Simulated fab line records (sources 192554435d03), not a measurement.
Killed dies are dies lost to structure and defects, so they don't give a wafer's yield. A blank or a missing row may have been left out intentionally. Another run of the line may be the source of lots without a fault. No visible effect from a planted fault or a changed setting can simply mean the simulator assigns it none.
fab line records + flow n5Finfet
record:
- lots: 7
- wafers: 21
- lastDay: 18
route steps=1938 shown BEOL_M13@1712 BEOL_M14@1716
lots that met no fault: from a run of the same line without faults
startH: start of the lot's first displayed wafer, in hours after the record's first day + waitH: time in hours since the lot's previous step + " identical to the entry in the row above + L1.1+2: a single row standing in for several wafers + - no value, or no start given + * or withheld: withheld + < > ~ a bound
route shown NAME@n: NAME is a module with steps in the file, n the number in the route of the first one + usual: the fault-free wafers' mean and standard deviation + same: alike in all rows + chamber/n: place in a boat + sites: the reading at each site + _std_site: the standard deviation of these + _edge_site: outer sites' mean less inner sites' + radiusMm: for every site, how far away it sits from the centre of the wafer + mask NAME#n: copy n + behind: the most recent tool/chamber to have shaped the wafer + hold: why the lot went on hold/how many hours it stayed there/how the hold came to an end + device: which transistor (n, p or np) failed to switch + end of line: the route-end tests of the same wafers + step lacking rows: just its recipe + killed: the dies lost at the first sort to structure and to defects; this is not the yield of the wafer + map: shows each die of a wafer: x if killed, . if not, _ if none is there
set.NAME: the setting that was run; set.NAME@STEP: the one run at that earlier step + model.NAME: the simulator's own value behind a step, which no gauge read
lots at some steps of the route; a table a step, a row a wafer
services: when a tool's chamber went out of use (startH, in hours from the record's first day, below 0 if earlier), for how many hours, and the reason
== steps ==
step: N5_BEOL_M13_PRE_CLEAN_52
recipe:
- gas: NH3
- timeS: 15
- tempC: withheld
- rfPowerW: 300
step: N5_BEOL_M13_DEP_53
recipe:
- material: SiCN
- targetThkA: 500
- tempC: withheld
- precursor: 3MS/NH3
- pressureTorr: 3
- rfW: 675
- timeS: 17.8
usual:
- showerheadPlenumPTorr: 4.150/0.024
- throttleValvePct: 18.2/0.83
| lot.wafer | tool     | chamber | startH | waitH | showerheadPlenumPTorr | throttleValvePct |
|-----------|----------|---------|--------|-------|-----------------------|------------------|
| L798.1    | pecvd-02 | 0       | 298.76 | 0.0   | 4.148                 | 19.3             |
| L798.2    | "        | 1       | "      | "     | 4.137                 | 18.1             |
| L798.3    | "        | 2       | "      | "     | 4.188                 | 17.4             |
| L799.1    | pecvd-04 | 2       | 301.84 | 0.0   | 4.169                 | 17.2             |
| L799.3    | "        | 1       | "      | "     | 4.170                 | 18.3             |
| L799.6    | "        | 0       | "      | "     | 4.115                 | 19.4             |
| L800.2    | pecvd-02 | 1       | 304.78 | 0.0   | 4.139                 | 18.4             |
| L800.3    | "        | 2       | "      | "     | 4.198                 | 17.6             |
| L800.6    | "        | 2       | "      | "     | 4.200                 | 17.4             |
| L802.1    | pecvd-04 | 0       | 312.27 | 0.0   | 4.109                 | 19.4             |
| L802.5    | "        | 0       | "      | "     | 4.114                 | 19.4             |
| L802.6    | "        | 1       | "      | "     | 4.164                 | 18.1             |
| L807.4    | pecvd-01 | 1       | 337.89 | 0.0   | 4.143                 | 18.1             |
| L807.5    | "        | 2       | "      | "     | 4.125                 | 16.8             |
| L807.6    | "        | 0       | "      | "     | 4.143                 | 18.7             |
| L810.1    | pecvd-02 | 2       | 356.45 | 0.0   | 4.196                 | 17.5             |
| L810.4    | "        | 2       | "      | "     | 4.188                 | 17.8             |
| L810.5    | "        | 0       | "      | "     | 4.145                 | 19.7             |
| L815.1    | pecvd-04 | 2       | 399.66 | 0.0   | 4.154                 | 17.4             |
| L815.2    | "        | 1       | "      | "     | 4.177                 | 18.3             |
| L815.6    | "        | 0       | "      | "     | 4.121                 | 19.3             |
step: N5_BEOL_M13_RS_MEAS_54
recipe:
- thkMeasGauge: four-point-probe
- reads: Cu_of_BEOL_M13_ECD_47+Ta_of_BEOL_M13_SPUTTER_44+TaN_of_BEOL_M13_SPUTTER_43
usual:
- M13_RS: 0.0450/0.00074
| lot.wafer | tool         | chamber | startH | waitH | M13_RS[ohm/sq] |
|-----------|--------------|---------|--------|-------|----------------|
| L798.1    | filmMetro-01 | -       | 298.82 | 0.0   | 0.0443         |
| L798.2    | "            | -       | "      | "     | 0.0442         |
| L798.3    | "            | -       | "      | "     | 0.0442         |
| L799.1    | filmMetro-02 | -       | 301.91 | 0.0   | 0.0455         |
| L799.3    | "            | -       | "      | "     | 0.0460         |
| L799.6    | "            | -       | "      | "     | 0.0449         |
| L800.2    | filmMetro-02 | -       | 304.85 | 0.1   | 0.0448         |
| L800.3    | "            | -       | "      | "     | 0.0444         |
| L800.6    | "            | -       | "      | "     | 0.0455         |
| L802.1    | filmMetro-02 | -       | 312.34 | 0.0   | 0.0459         |
| L802.5    | "            | -       | "      | "     | 0.0458         |
| L802.6    | "            | -       | "      | "     | 0.0464         |
| L807.4    | filmMetro-01 | -       | 337.94 | 0.0   | 0.0461         |
| L807.5    | "            | -       | "      | "     | 0.0441         |
| L807.6    | "            | -       | "      | "     | 0.0455         |
| L810.1    | filmMetro-02 | -       | 356.51 | 0.0   | 0.0451         |
| L810.4    | "            | -       | "      | "     | 0.0455         |
| L810.5    | "            | -       | "      | "     | 0.0446         |
| L815.1    | filmMetro-02 | -       | 399.72 | 0.0   | 0.0447         |
| L815.2    | "            | -       | "      | "     | 0.0440         |
| L815.6    | "            | -       | "      | "     | 0.0445         |
step: N5_BEOL_M13_INSPECT_55
recipe:
- inspectInstrument: darkfield
- mode: postDep
usual:
- rawDefectCount: 75/25
| lot.wafer | tool             | chamber | startH | waitH | rawDefectCount |
|-----------|------------------|---------|--------|-------|----------------|
| L798.1    | defectInspect-01 | -       | 298.85 | 0.0   | 79             |
| L798.2    | "                | -       | "      | "     | 92             |
| L798.3    | "                | -       | "      | "     | 84             |
| L799.1    | defectInspect-01 | -       | 301.94 | 0.0   | 68             |
| L799.3    | "                | -       | "      | "     | 96             |
| L799.6    | "                | -       | "      | "     | 89             |
| L800.2    | defectInspect-01 | -       | 304.88 | 0.0   | 64             |
| L800.3    | "                | -       | "      | "     | 35             |
| L800.6    | "                | -       | "      | "     | 54             |
| L802.1    | defectInspect-02 | -       | 312.36 | 0.0   | 88             |
| L802.5    | "                | -       | "      | "     | 103            |
| L802.6    | "                | -       | "      | "     | 121            |
| L807.4    | defectInspect-02 | -       | 337.97 | 0.0   | 95             |
| L807.5    | "                | -       | "      | "     | 70             |
| L807.6    | "                | -       | "      | "     | 137            |
| L810.1    | defectInspect-02 | -       | 356.54 | 0.0   | 71             |
| L810.4    | "                | -       | "      | "     | 59             |
| L810.5    | "                | -       | "      | "     | 63             |
| L815.1    | defectInspect-02 | -       | 399.75 | 0.0   | 88             |
| L815.2    | "                | -       | "      | "     | 119            |
| L815.6    | "                | -       | "      | "     | 133            |
step: N5_BEOL_M14_ILD_DEP_00
recipe:
- material: SiO2
- targetThkA: 11193
- tempC: 400
- precursor: TEOS/O2
- pressureTorr: 6.5
- rfW: 900
- teosFlowSccm: 161.4
- gas: O2
- flowSccm: 2650
- timeS: 237.4
usual:
- heaterPowerW: 562/91
- showerheadPlenumPTorr: 8.33/0.031
- throttleValvePct: 18.9/0.85
| lot.wafer | tool     | chamber | startH | waitH | heaterPowerW | showerheadPlenumPTorr | throttleValvePct |
|-----------|----------|---------|--------|-------|--------------|-----------------------|------------------|
| L798.1    | pecvd-01 | 2       | 298.89 | 0.0   | 546          | 8.31                  | 17.7             |
| L798.2    | "        | 1       | "      | "     | 624          | 8.32                  | 18.6             |
| L798.3    | "        | 0       | "      | "     | 590          | 8.32                  | 19.7             |
| L799.1    | pecvd-03 | 2       | 301.97 | 0.0   | 600          | 8.34                  | 17.9             |
| L799.3    | "        | 1       | "      | "     | 426          | 8.34                  | 20.2             |
| L799.6    | "        | 2       | "      | "     | 668          | 8.31                  | 18.2             |
| L800.2    | pecvd-02 | 0       | 304.91 | 0.0   | 561          | 8.35                  | 19.9             |
| L800.3    | "        | 2       | "      | "     | 728          | 8.38                  | 18.0             |
| L800.6    | "        | 1       | "      | "     | 480          | 8.31                  | 19.2             |
| L802.1    | pecvd-01 | 2       | 312.40 | 0.0   | 654          | 8.29                  | 17.5             |
| L802.5    | "        | 1       | "      | "     | 552          | 8.32                  | 18.6             |
| L802.6    | "        | 0       | "      | "     | 461          | 8.31                  | 19.5             |
| L807.4    | pecvd-02 | 2       | 338.08 | 0.1   | 720          | 8.40                  | 18.0             |
| L807.5    | "        | 1       | "      | "     | 567          | 8.31                  | 18.9             |
| L807.6    | "        | 0       | "      | "     | 620          | 8.33                  | 20.3             |
| L810.1    | pecvd-01 | 2       | 356.58 | 0.0   | 640          | 8.28                  | 17.9             |
| L810.4    | "        | 1       | "      | "     | 590          | 8.31                  | 18.5             |
| L810.5    | "        | 2       | "      | "     | 527          | 8.27                  | 17.7             |
| L815.1    | pecvd-02 | 2       | 399.79 | 0.0   | 584          | 8.40                  | 18.2             |
| L815.2    | "        | 1       | "      | "     | 605          | 8.31                  | 18.8             |
| L815.6    | "        | 0       | "      | "     | 657          | 8.32                  | 20.2             |
step: N5_BEOL_M14_THK_MEAS_01
recipe:
- reads: SiO2_of_BEOL_M14_ILD_DEP_00
usual:
- M14_ILD_THK: 1119/18
| lot.wafer | tool         | chamber | startH | waitH | M14_ILD_THK[nm] |
|-----------|--------------|---------|--------|-------|-----------------|
| L798.1    | filmMetro-01 | -       | 299.08 | 0.1   | 1092            |
| L798.2    | "            | -       | "      | "     | 1102            |
| L798.3    | "            | -       | "      | "     | 1091            |
| L799.1    | filmMetro-01 | -       | 302.16 | 0.1   | 1121            |
| L799.3    | "            | -       | "      | "     | 1111            |
| L799.6    | "            | -       | "      | "     | 1128            |
| L800.2    | filmMetro-02 | -       | 305.10 | 0.1   | 1095            |
| L800.3    | "            | -       | "      | "     | 1096            |
| L800.6    | "            | -       | "      | "     | 1118            |
| L802.1    | filmMetro-01 | -       | 312.59 | 0.1   | 1116            |
| L802.5    | "            | -       | "      | "     | 1138            |
| L802.6    | "            | -       | "      | "     | 1109            |
| L807.4    | filmMetro-01 | -       | 338.19 | 0.0   | 1116            |
| L807.5    | "            | -       | "      | "     | 1124            |
| L807.6    | "            | -       | "      | "     | 1112            |
| L810.1    | filmMetro-02 | -       | 356.77 | 0.1   | 1122            |
| L810.4    | "            | -       | "      | "     | 1151            |
| L810.5    | "            | -       | "      | "     | 1125            |
| L815.1    | filmMetro-02 | -       | 399.98 | 0.1   | 1097            |
| L815.2    | "            | -       | "      | "     | 1085            |
| L815.6    | "            | -       | "      | "     | 1121            |
step: N5_BEOL_M14_COAT_58
recipe:
- resist: BARC
- tempC: 205
- timeS: 60
- spinRpm: 1500
- resistThkNm: 89
step: N5_BEOL_M14_COAT_04
recipe:
- spinRpm: 1704
- resistThkNm: 800
step: N5_BEOL_M14_EBR_06
recipe:
- solvent: PGMEA
- ebrWidthMm: 1.5
step: N5_BEOL_M14_SOFTBAKE_05
recipe:
- tempC: 130
- timeS: 60
step: N5_BEOL_M14_EXPOSE_07
recipe:
- maskId: V13
- na: 0.8
- sourceShape: annular
- sigmaInner: 0.5
- sigmaOuter: 0.8
- polarization: unpolarized
- attpsmPhaseDeg: 180
- doseMj: 57
step: N5_BEOL_M14_PEB_08
recipe:
- pebTempC: 130
- pebTimeS: 90
step: N5_BEOL_M14_DEVELOP_09
recipe:
- developTimeS: 45
- rinseLiquid: diw
- dry: airSpin
- devTempC: 21
usual:
- chillPlateTempC: 23.02/0.12
- developTimeS: 45/0
- resistLineTempC: 22.99/0.13
| lot.wafer | tool          | chamber | startH | waitH | chillPlateTempC | developTimeS | resistLineTempC | model.coat_of_BEOL_M14_COAT_04.thkNm |
|-----------|---------------|---------|--------|-------|-----------------|--------------|-----------------|--------------------------------------|
| L798.1    | lithoTrack-05 | 0       | 299.27 | -     | 23.09           | 45           | 22.98           | 780.4                                |
| L798.2    | "             | 0       | "      | "     | 23.04           | 45           | 22.93           | 780.8                                |
| L798.3    | "             | 0       | "      | "     | 22.95           | 45           | 22.85           | 781                                  |
| L799.1    | lithoTrack-04 | -       | 302.36 | -     | -               | -            | -               | 800                                  |
| L799.3    | "             | -       | "      | "     | -               | -            | -               | 798.4                                |
| L799.6    | "             | -       | "      | "     | -               | -            | -               | 798                                  |
| L800.2    | lithoTrack-05 | -       | 305.42 | -     | -               | -            | -               | 801.2                                |
| L800.3    | "             | -       | "      | "     | -               | -            | -               | 800.6                                |
| L800.6    | "             | -       | "      | "     | -               | -            | -               | 800.4                                |
| L802.1    | lithoTrack-05 | -       | 312.79 | -     | -               | -            | -               | 802                                  |
| L802.5    | "             | -       | "      | "     | -               | -            | -               | 800.6                                |
| L802.6    | "             | -       | "      | "     | -               | -            | -               | 801.8                                |
| L807.4    | lithoTrack-03 | 0       | 338.51 | -     | 23.08           | 45           | 22.86           | 792                                  |
| L807.5    | "             | 0       | "      | "     | 23.10           | 45           | 23.03           | 788                                  |
| L807.6    | "             | 0       | "      | "     | 23.04           | 45           | 23.05           | 790.2                                |
| L810.1    | lithoTrack-05 | 0       | 356.96 | -     | 22.86           | 45           | 22.77           | 783.4                                |
| L810.4    | "             | 0       | "      | "     | 22.80           | 45           | 22.80           | 785.2                                |
| L810.5    | "             | 0       | "      | "     | 22.85           | 45           | 22.91           | 786.8                                |
| L815.1    | lithoTrack-04 | 0       | 400.17 | -     | 22.96           | 45           | 23.08           | 786.2                                |
| L815.2    | "             | 0       | "      | "     | 23.05           | 45           | 23.20           | 787.2                                |
| L815.6    | "             | 0       | "      | "     | 22.93           | 45           | 23.20           | 785.8                                |
step: N5_BEOL_M14_HARDBAKE_14
recipe:
- tempC: 130
- timeS: 120
== services ==
| tool          | chamber | startH | hours | kind                         |
|---------------|---------|--------|-------|------------------------------|
| lithoTrack-03 | -       | 281.34 | -     | consumableReplace:filter     |
| pecvd-04      | 0       | 291.15 | 4.5   | repair                       |
| pecvd-01      | 1       | 296.35 | 2.1   | scheduledDown                |
| pecvd-01      | -       | 302.76 | 6.0   | pm                           |
| pecvd-02      | 0       | 314.33 | 8.0   | repair                       |
| pecvd-03      | 1       | 355.47 | 2.1   | scheduledDown                |
| pecvd-04      | 0       | 364.57 | 16.5  | scheduledDown                |
| pecvd-02      | 1       | 374.04 | 8.6   | repair                       |
| pecvd-02      | -       | 378.19 | 5.5   | pm                           |
| pecvd-03      | 1       | 383.62 | -     | clean                        |
| pecvd-03      | 1       | 383.62 | -     | consumableReplace:showerhead |
| pecvd-03      | 1       | 383.62 | 29.0  | scheduledDown                |
| pecvd-03      | 1       | 383.62 | 29.0  | ventCycle                    |
| pecvd-02      | -       | 384.50 | 0.6   | repair                       |
| pecvd-01      | 2       | 387.32 | 5.5   | scheduledDown                |
| pecvd-02      | 0       | 391.29 | 4.6   | repair                       |
== key ==
firstSign:
- step: N5_BEOL_M14_DEVELOP_09
- reading: toolRecord
- direction: missing
effect none on later readings
modelEffect:
- step: N5_BEOL_M14_DEVELOP_09
- value: coat_of_BEOL_M14_COAT_04.thkNm
- without: 786.1
- struck: 800.3
metAt N5_BEOL_M14_DEVELOP_09
struckWafers L799.1,L799.3,L799.6,L800.2,L800.3,L800.6,L802.1,L802.5,L802.6
laterRowsLeftOut L799.1,L799.3,L799.6,L800.2,L800.3,L800.6,L802.1,L802.5,L802.6
sortLeftOut L799.1,L799.3,L799.6,L800.2,L800.3,L800.6,L802.1,L802.5,L802.6
onsetBetween 299.27 302.36
fault:
- kind: skippedStepWhole
- tool: lithoTrack-04,lithoTrack-05
- chamber: -
- onsetH: 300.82
- steps: N5_BEOL_M14_DEVELOP_09
- scope: struckLotsOnly
sortLeftOut: the simulated sort isn't trusted on such a fault, so these wafers' sort isn't shown, and their yield isn't known
laterRowsLeftOut: the simulator's readings of these wafers behind a module that went badly wrong aren't trusted and aren't shown, but for the sort
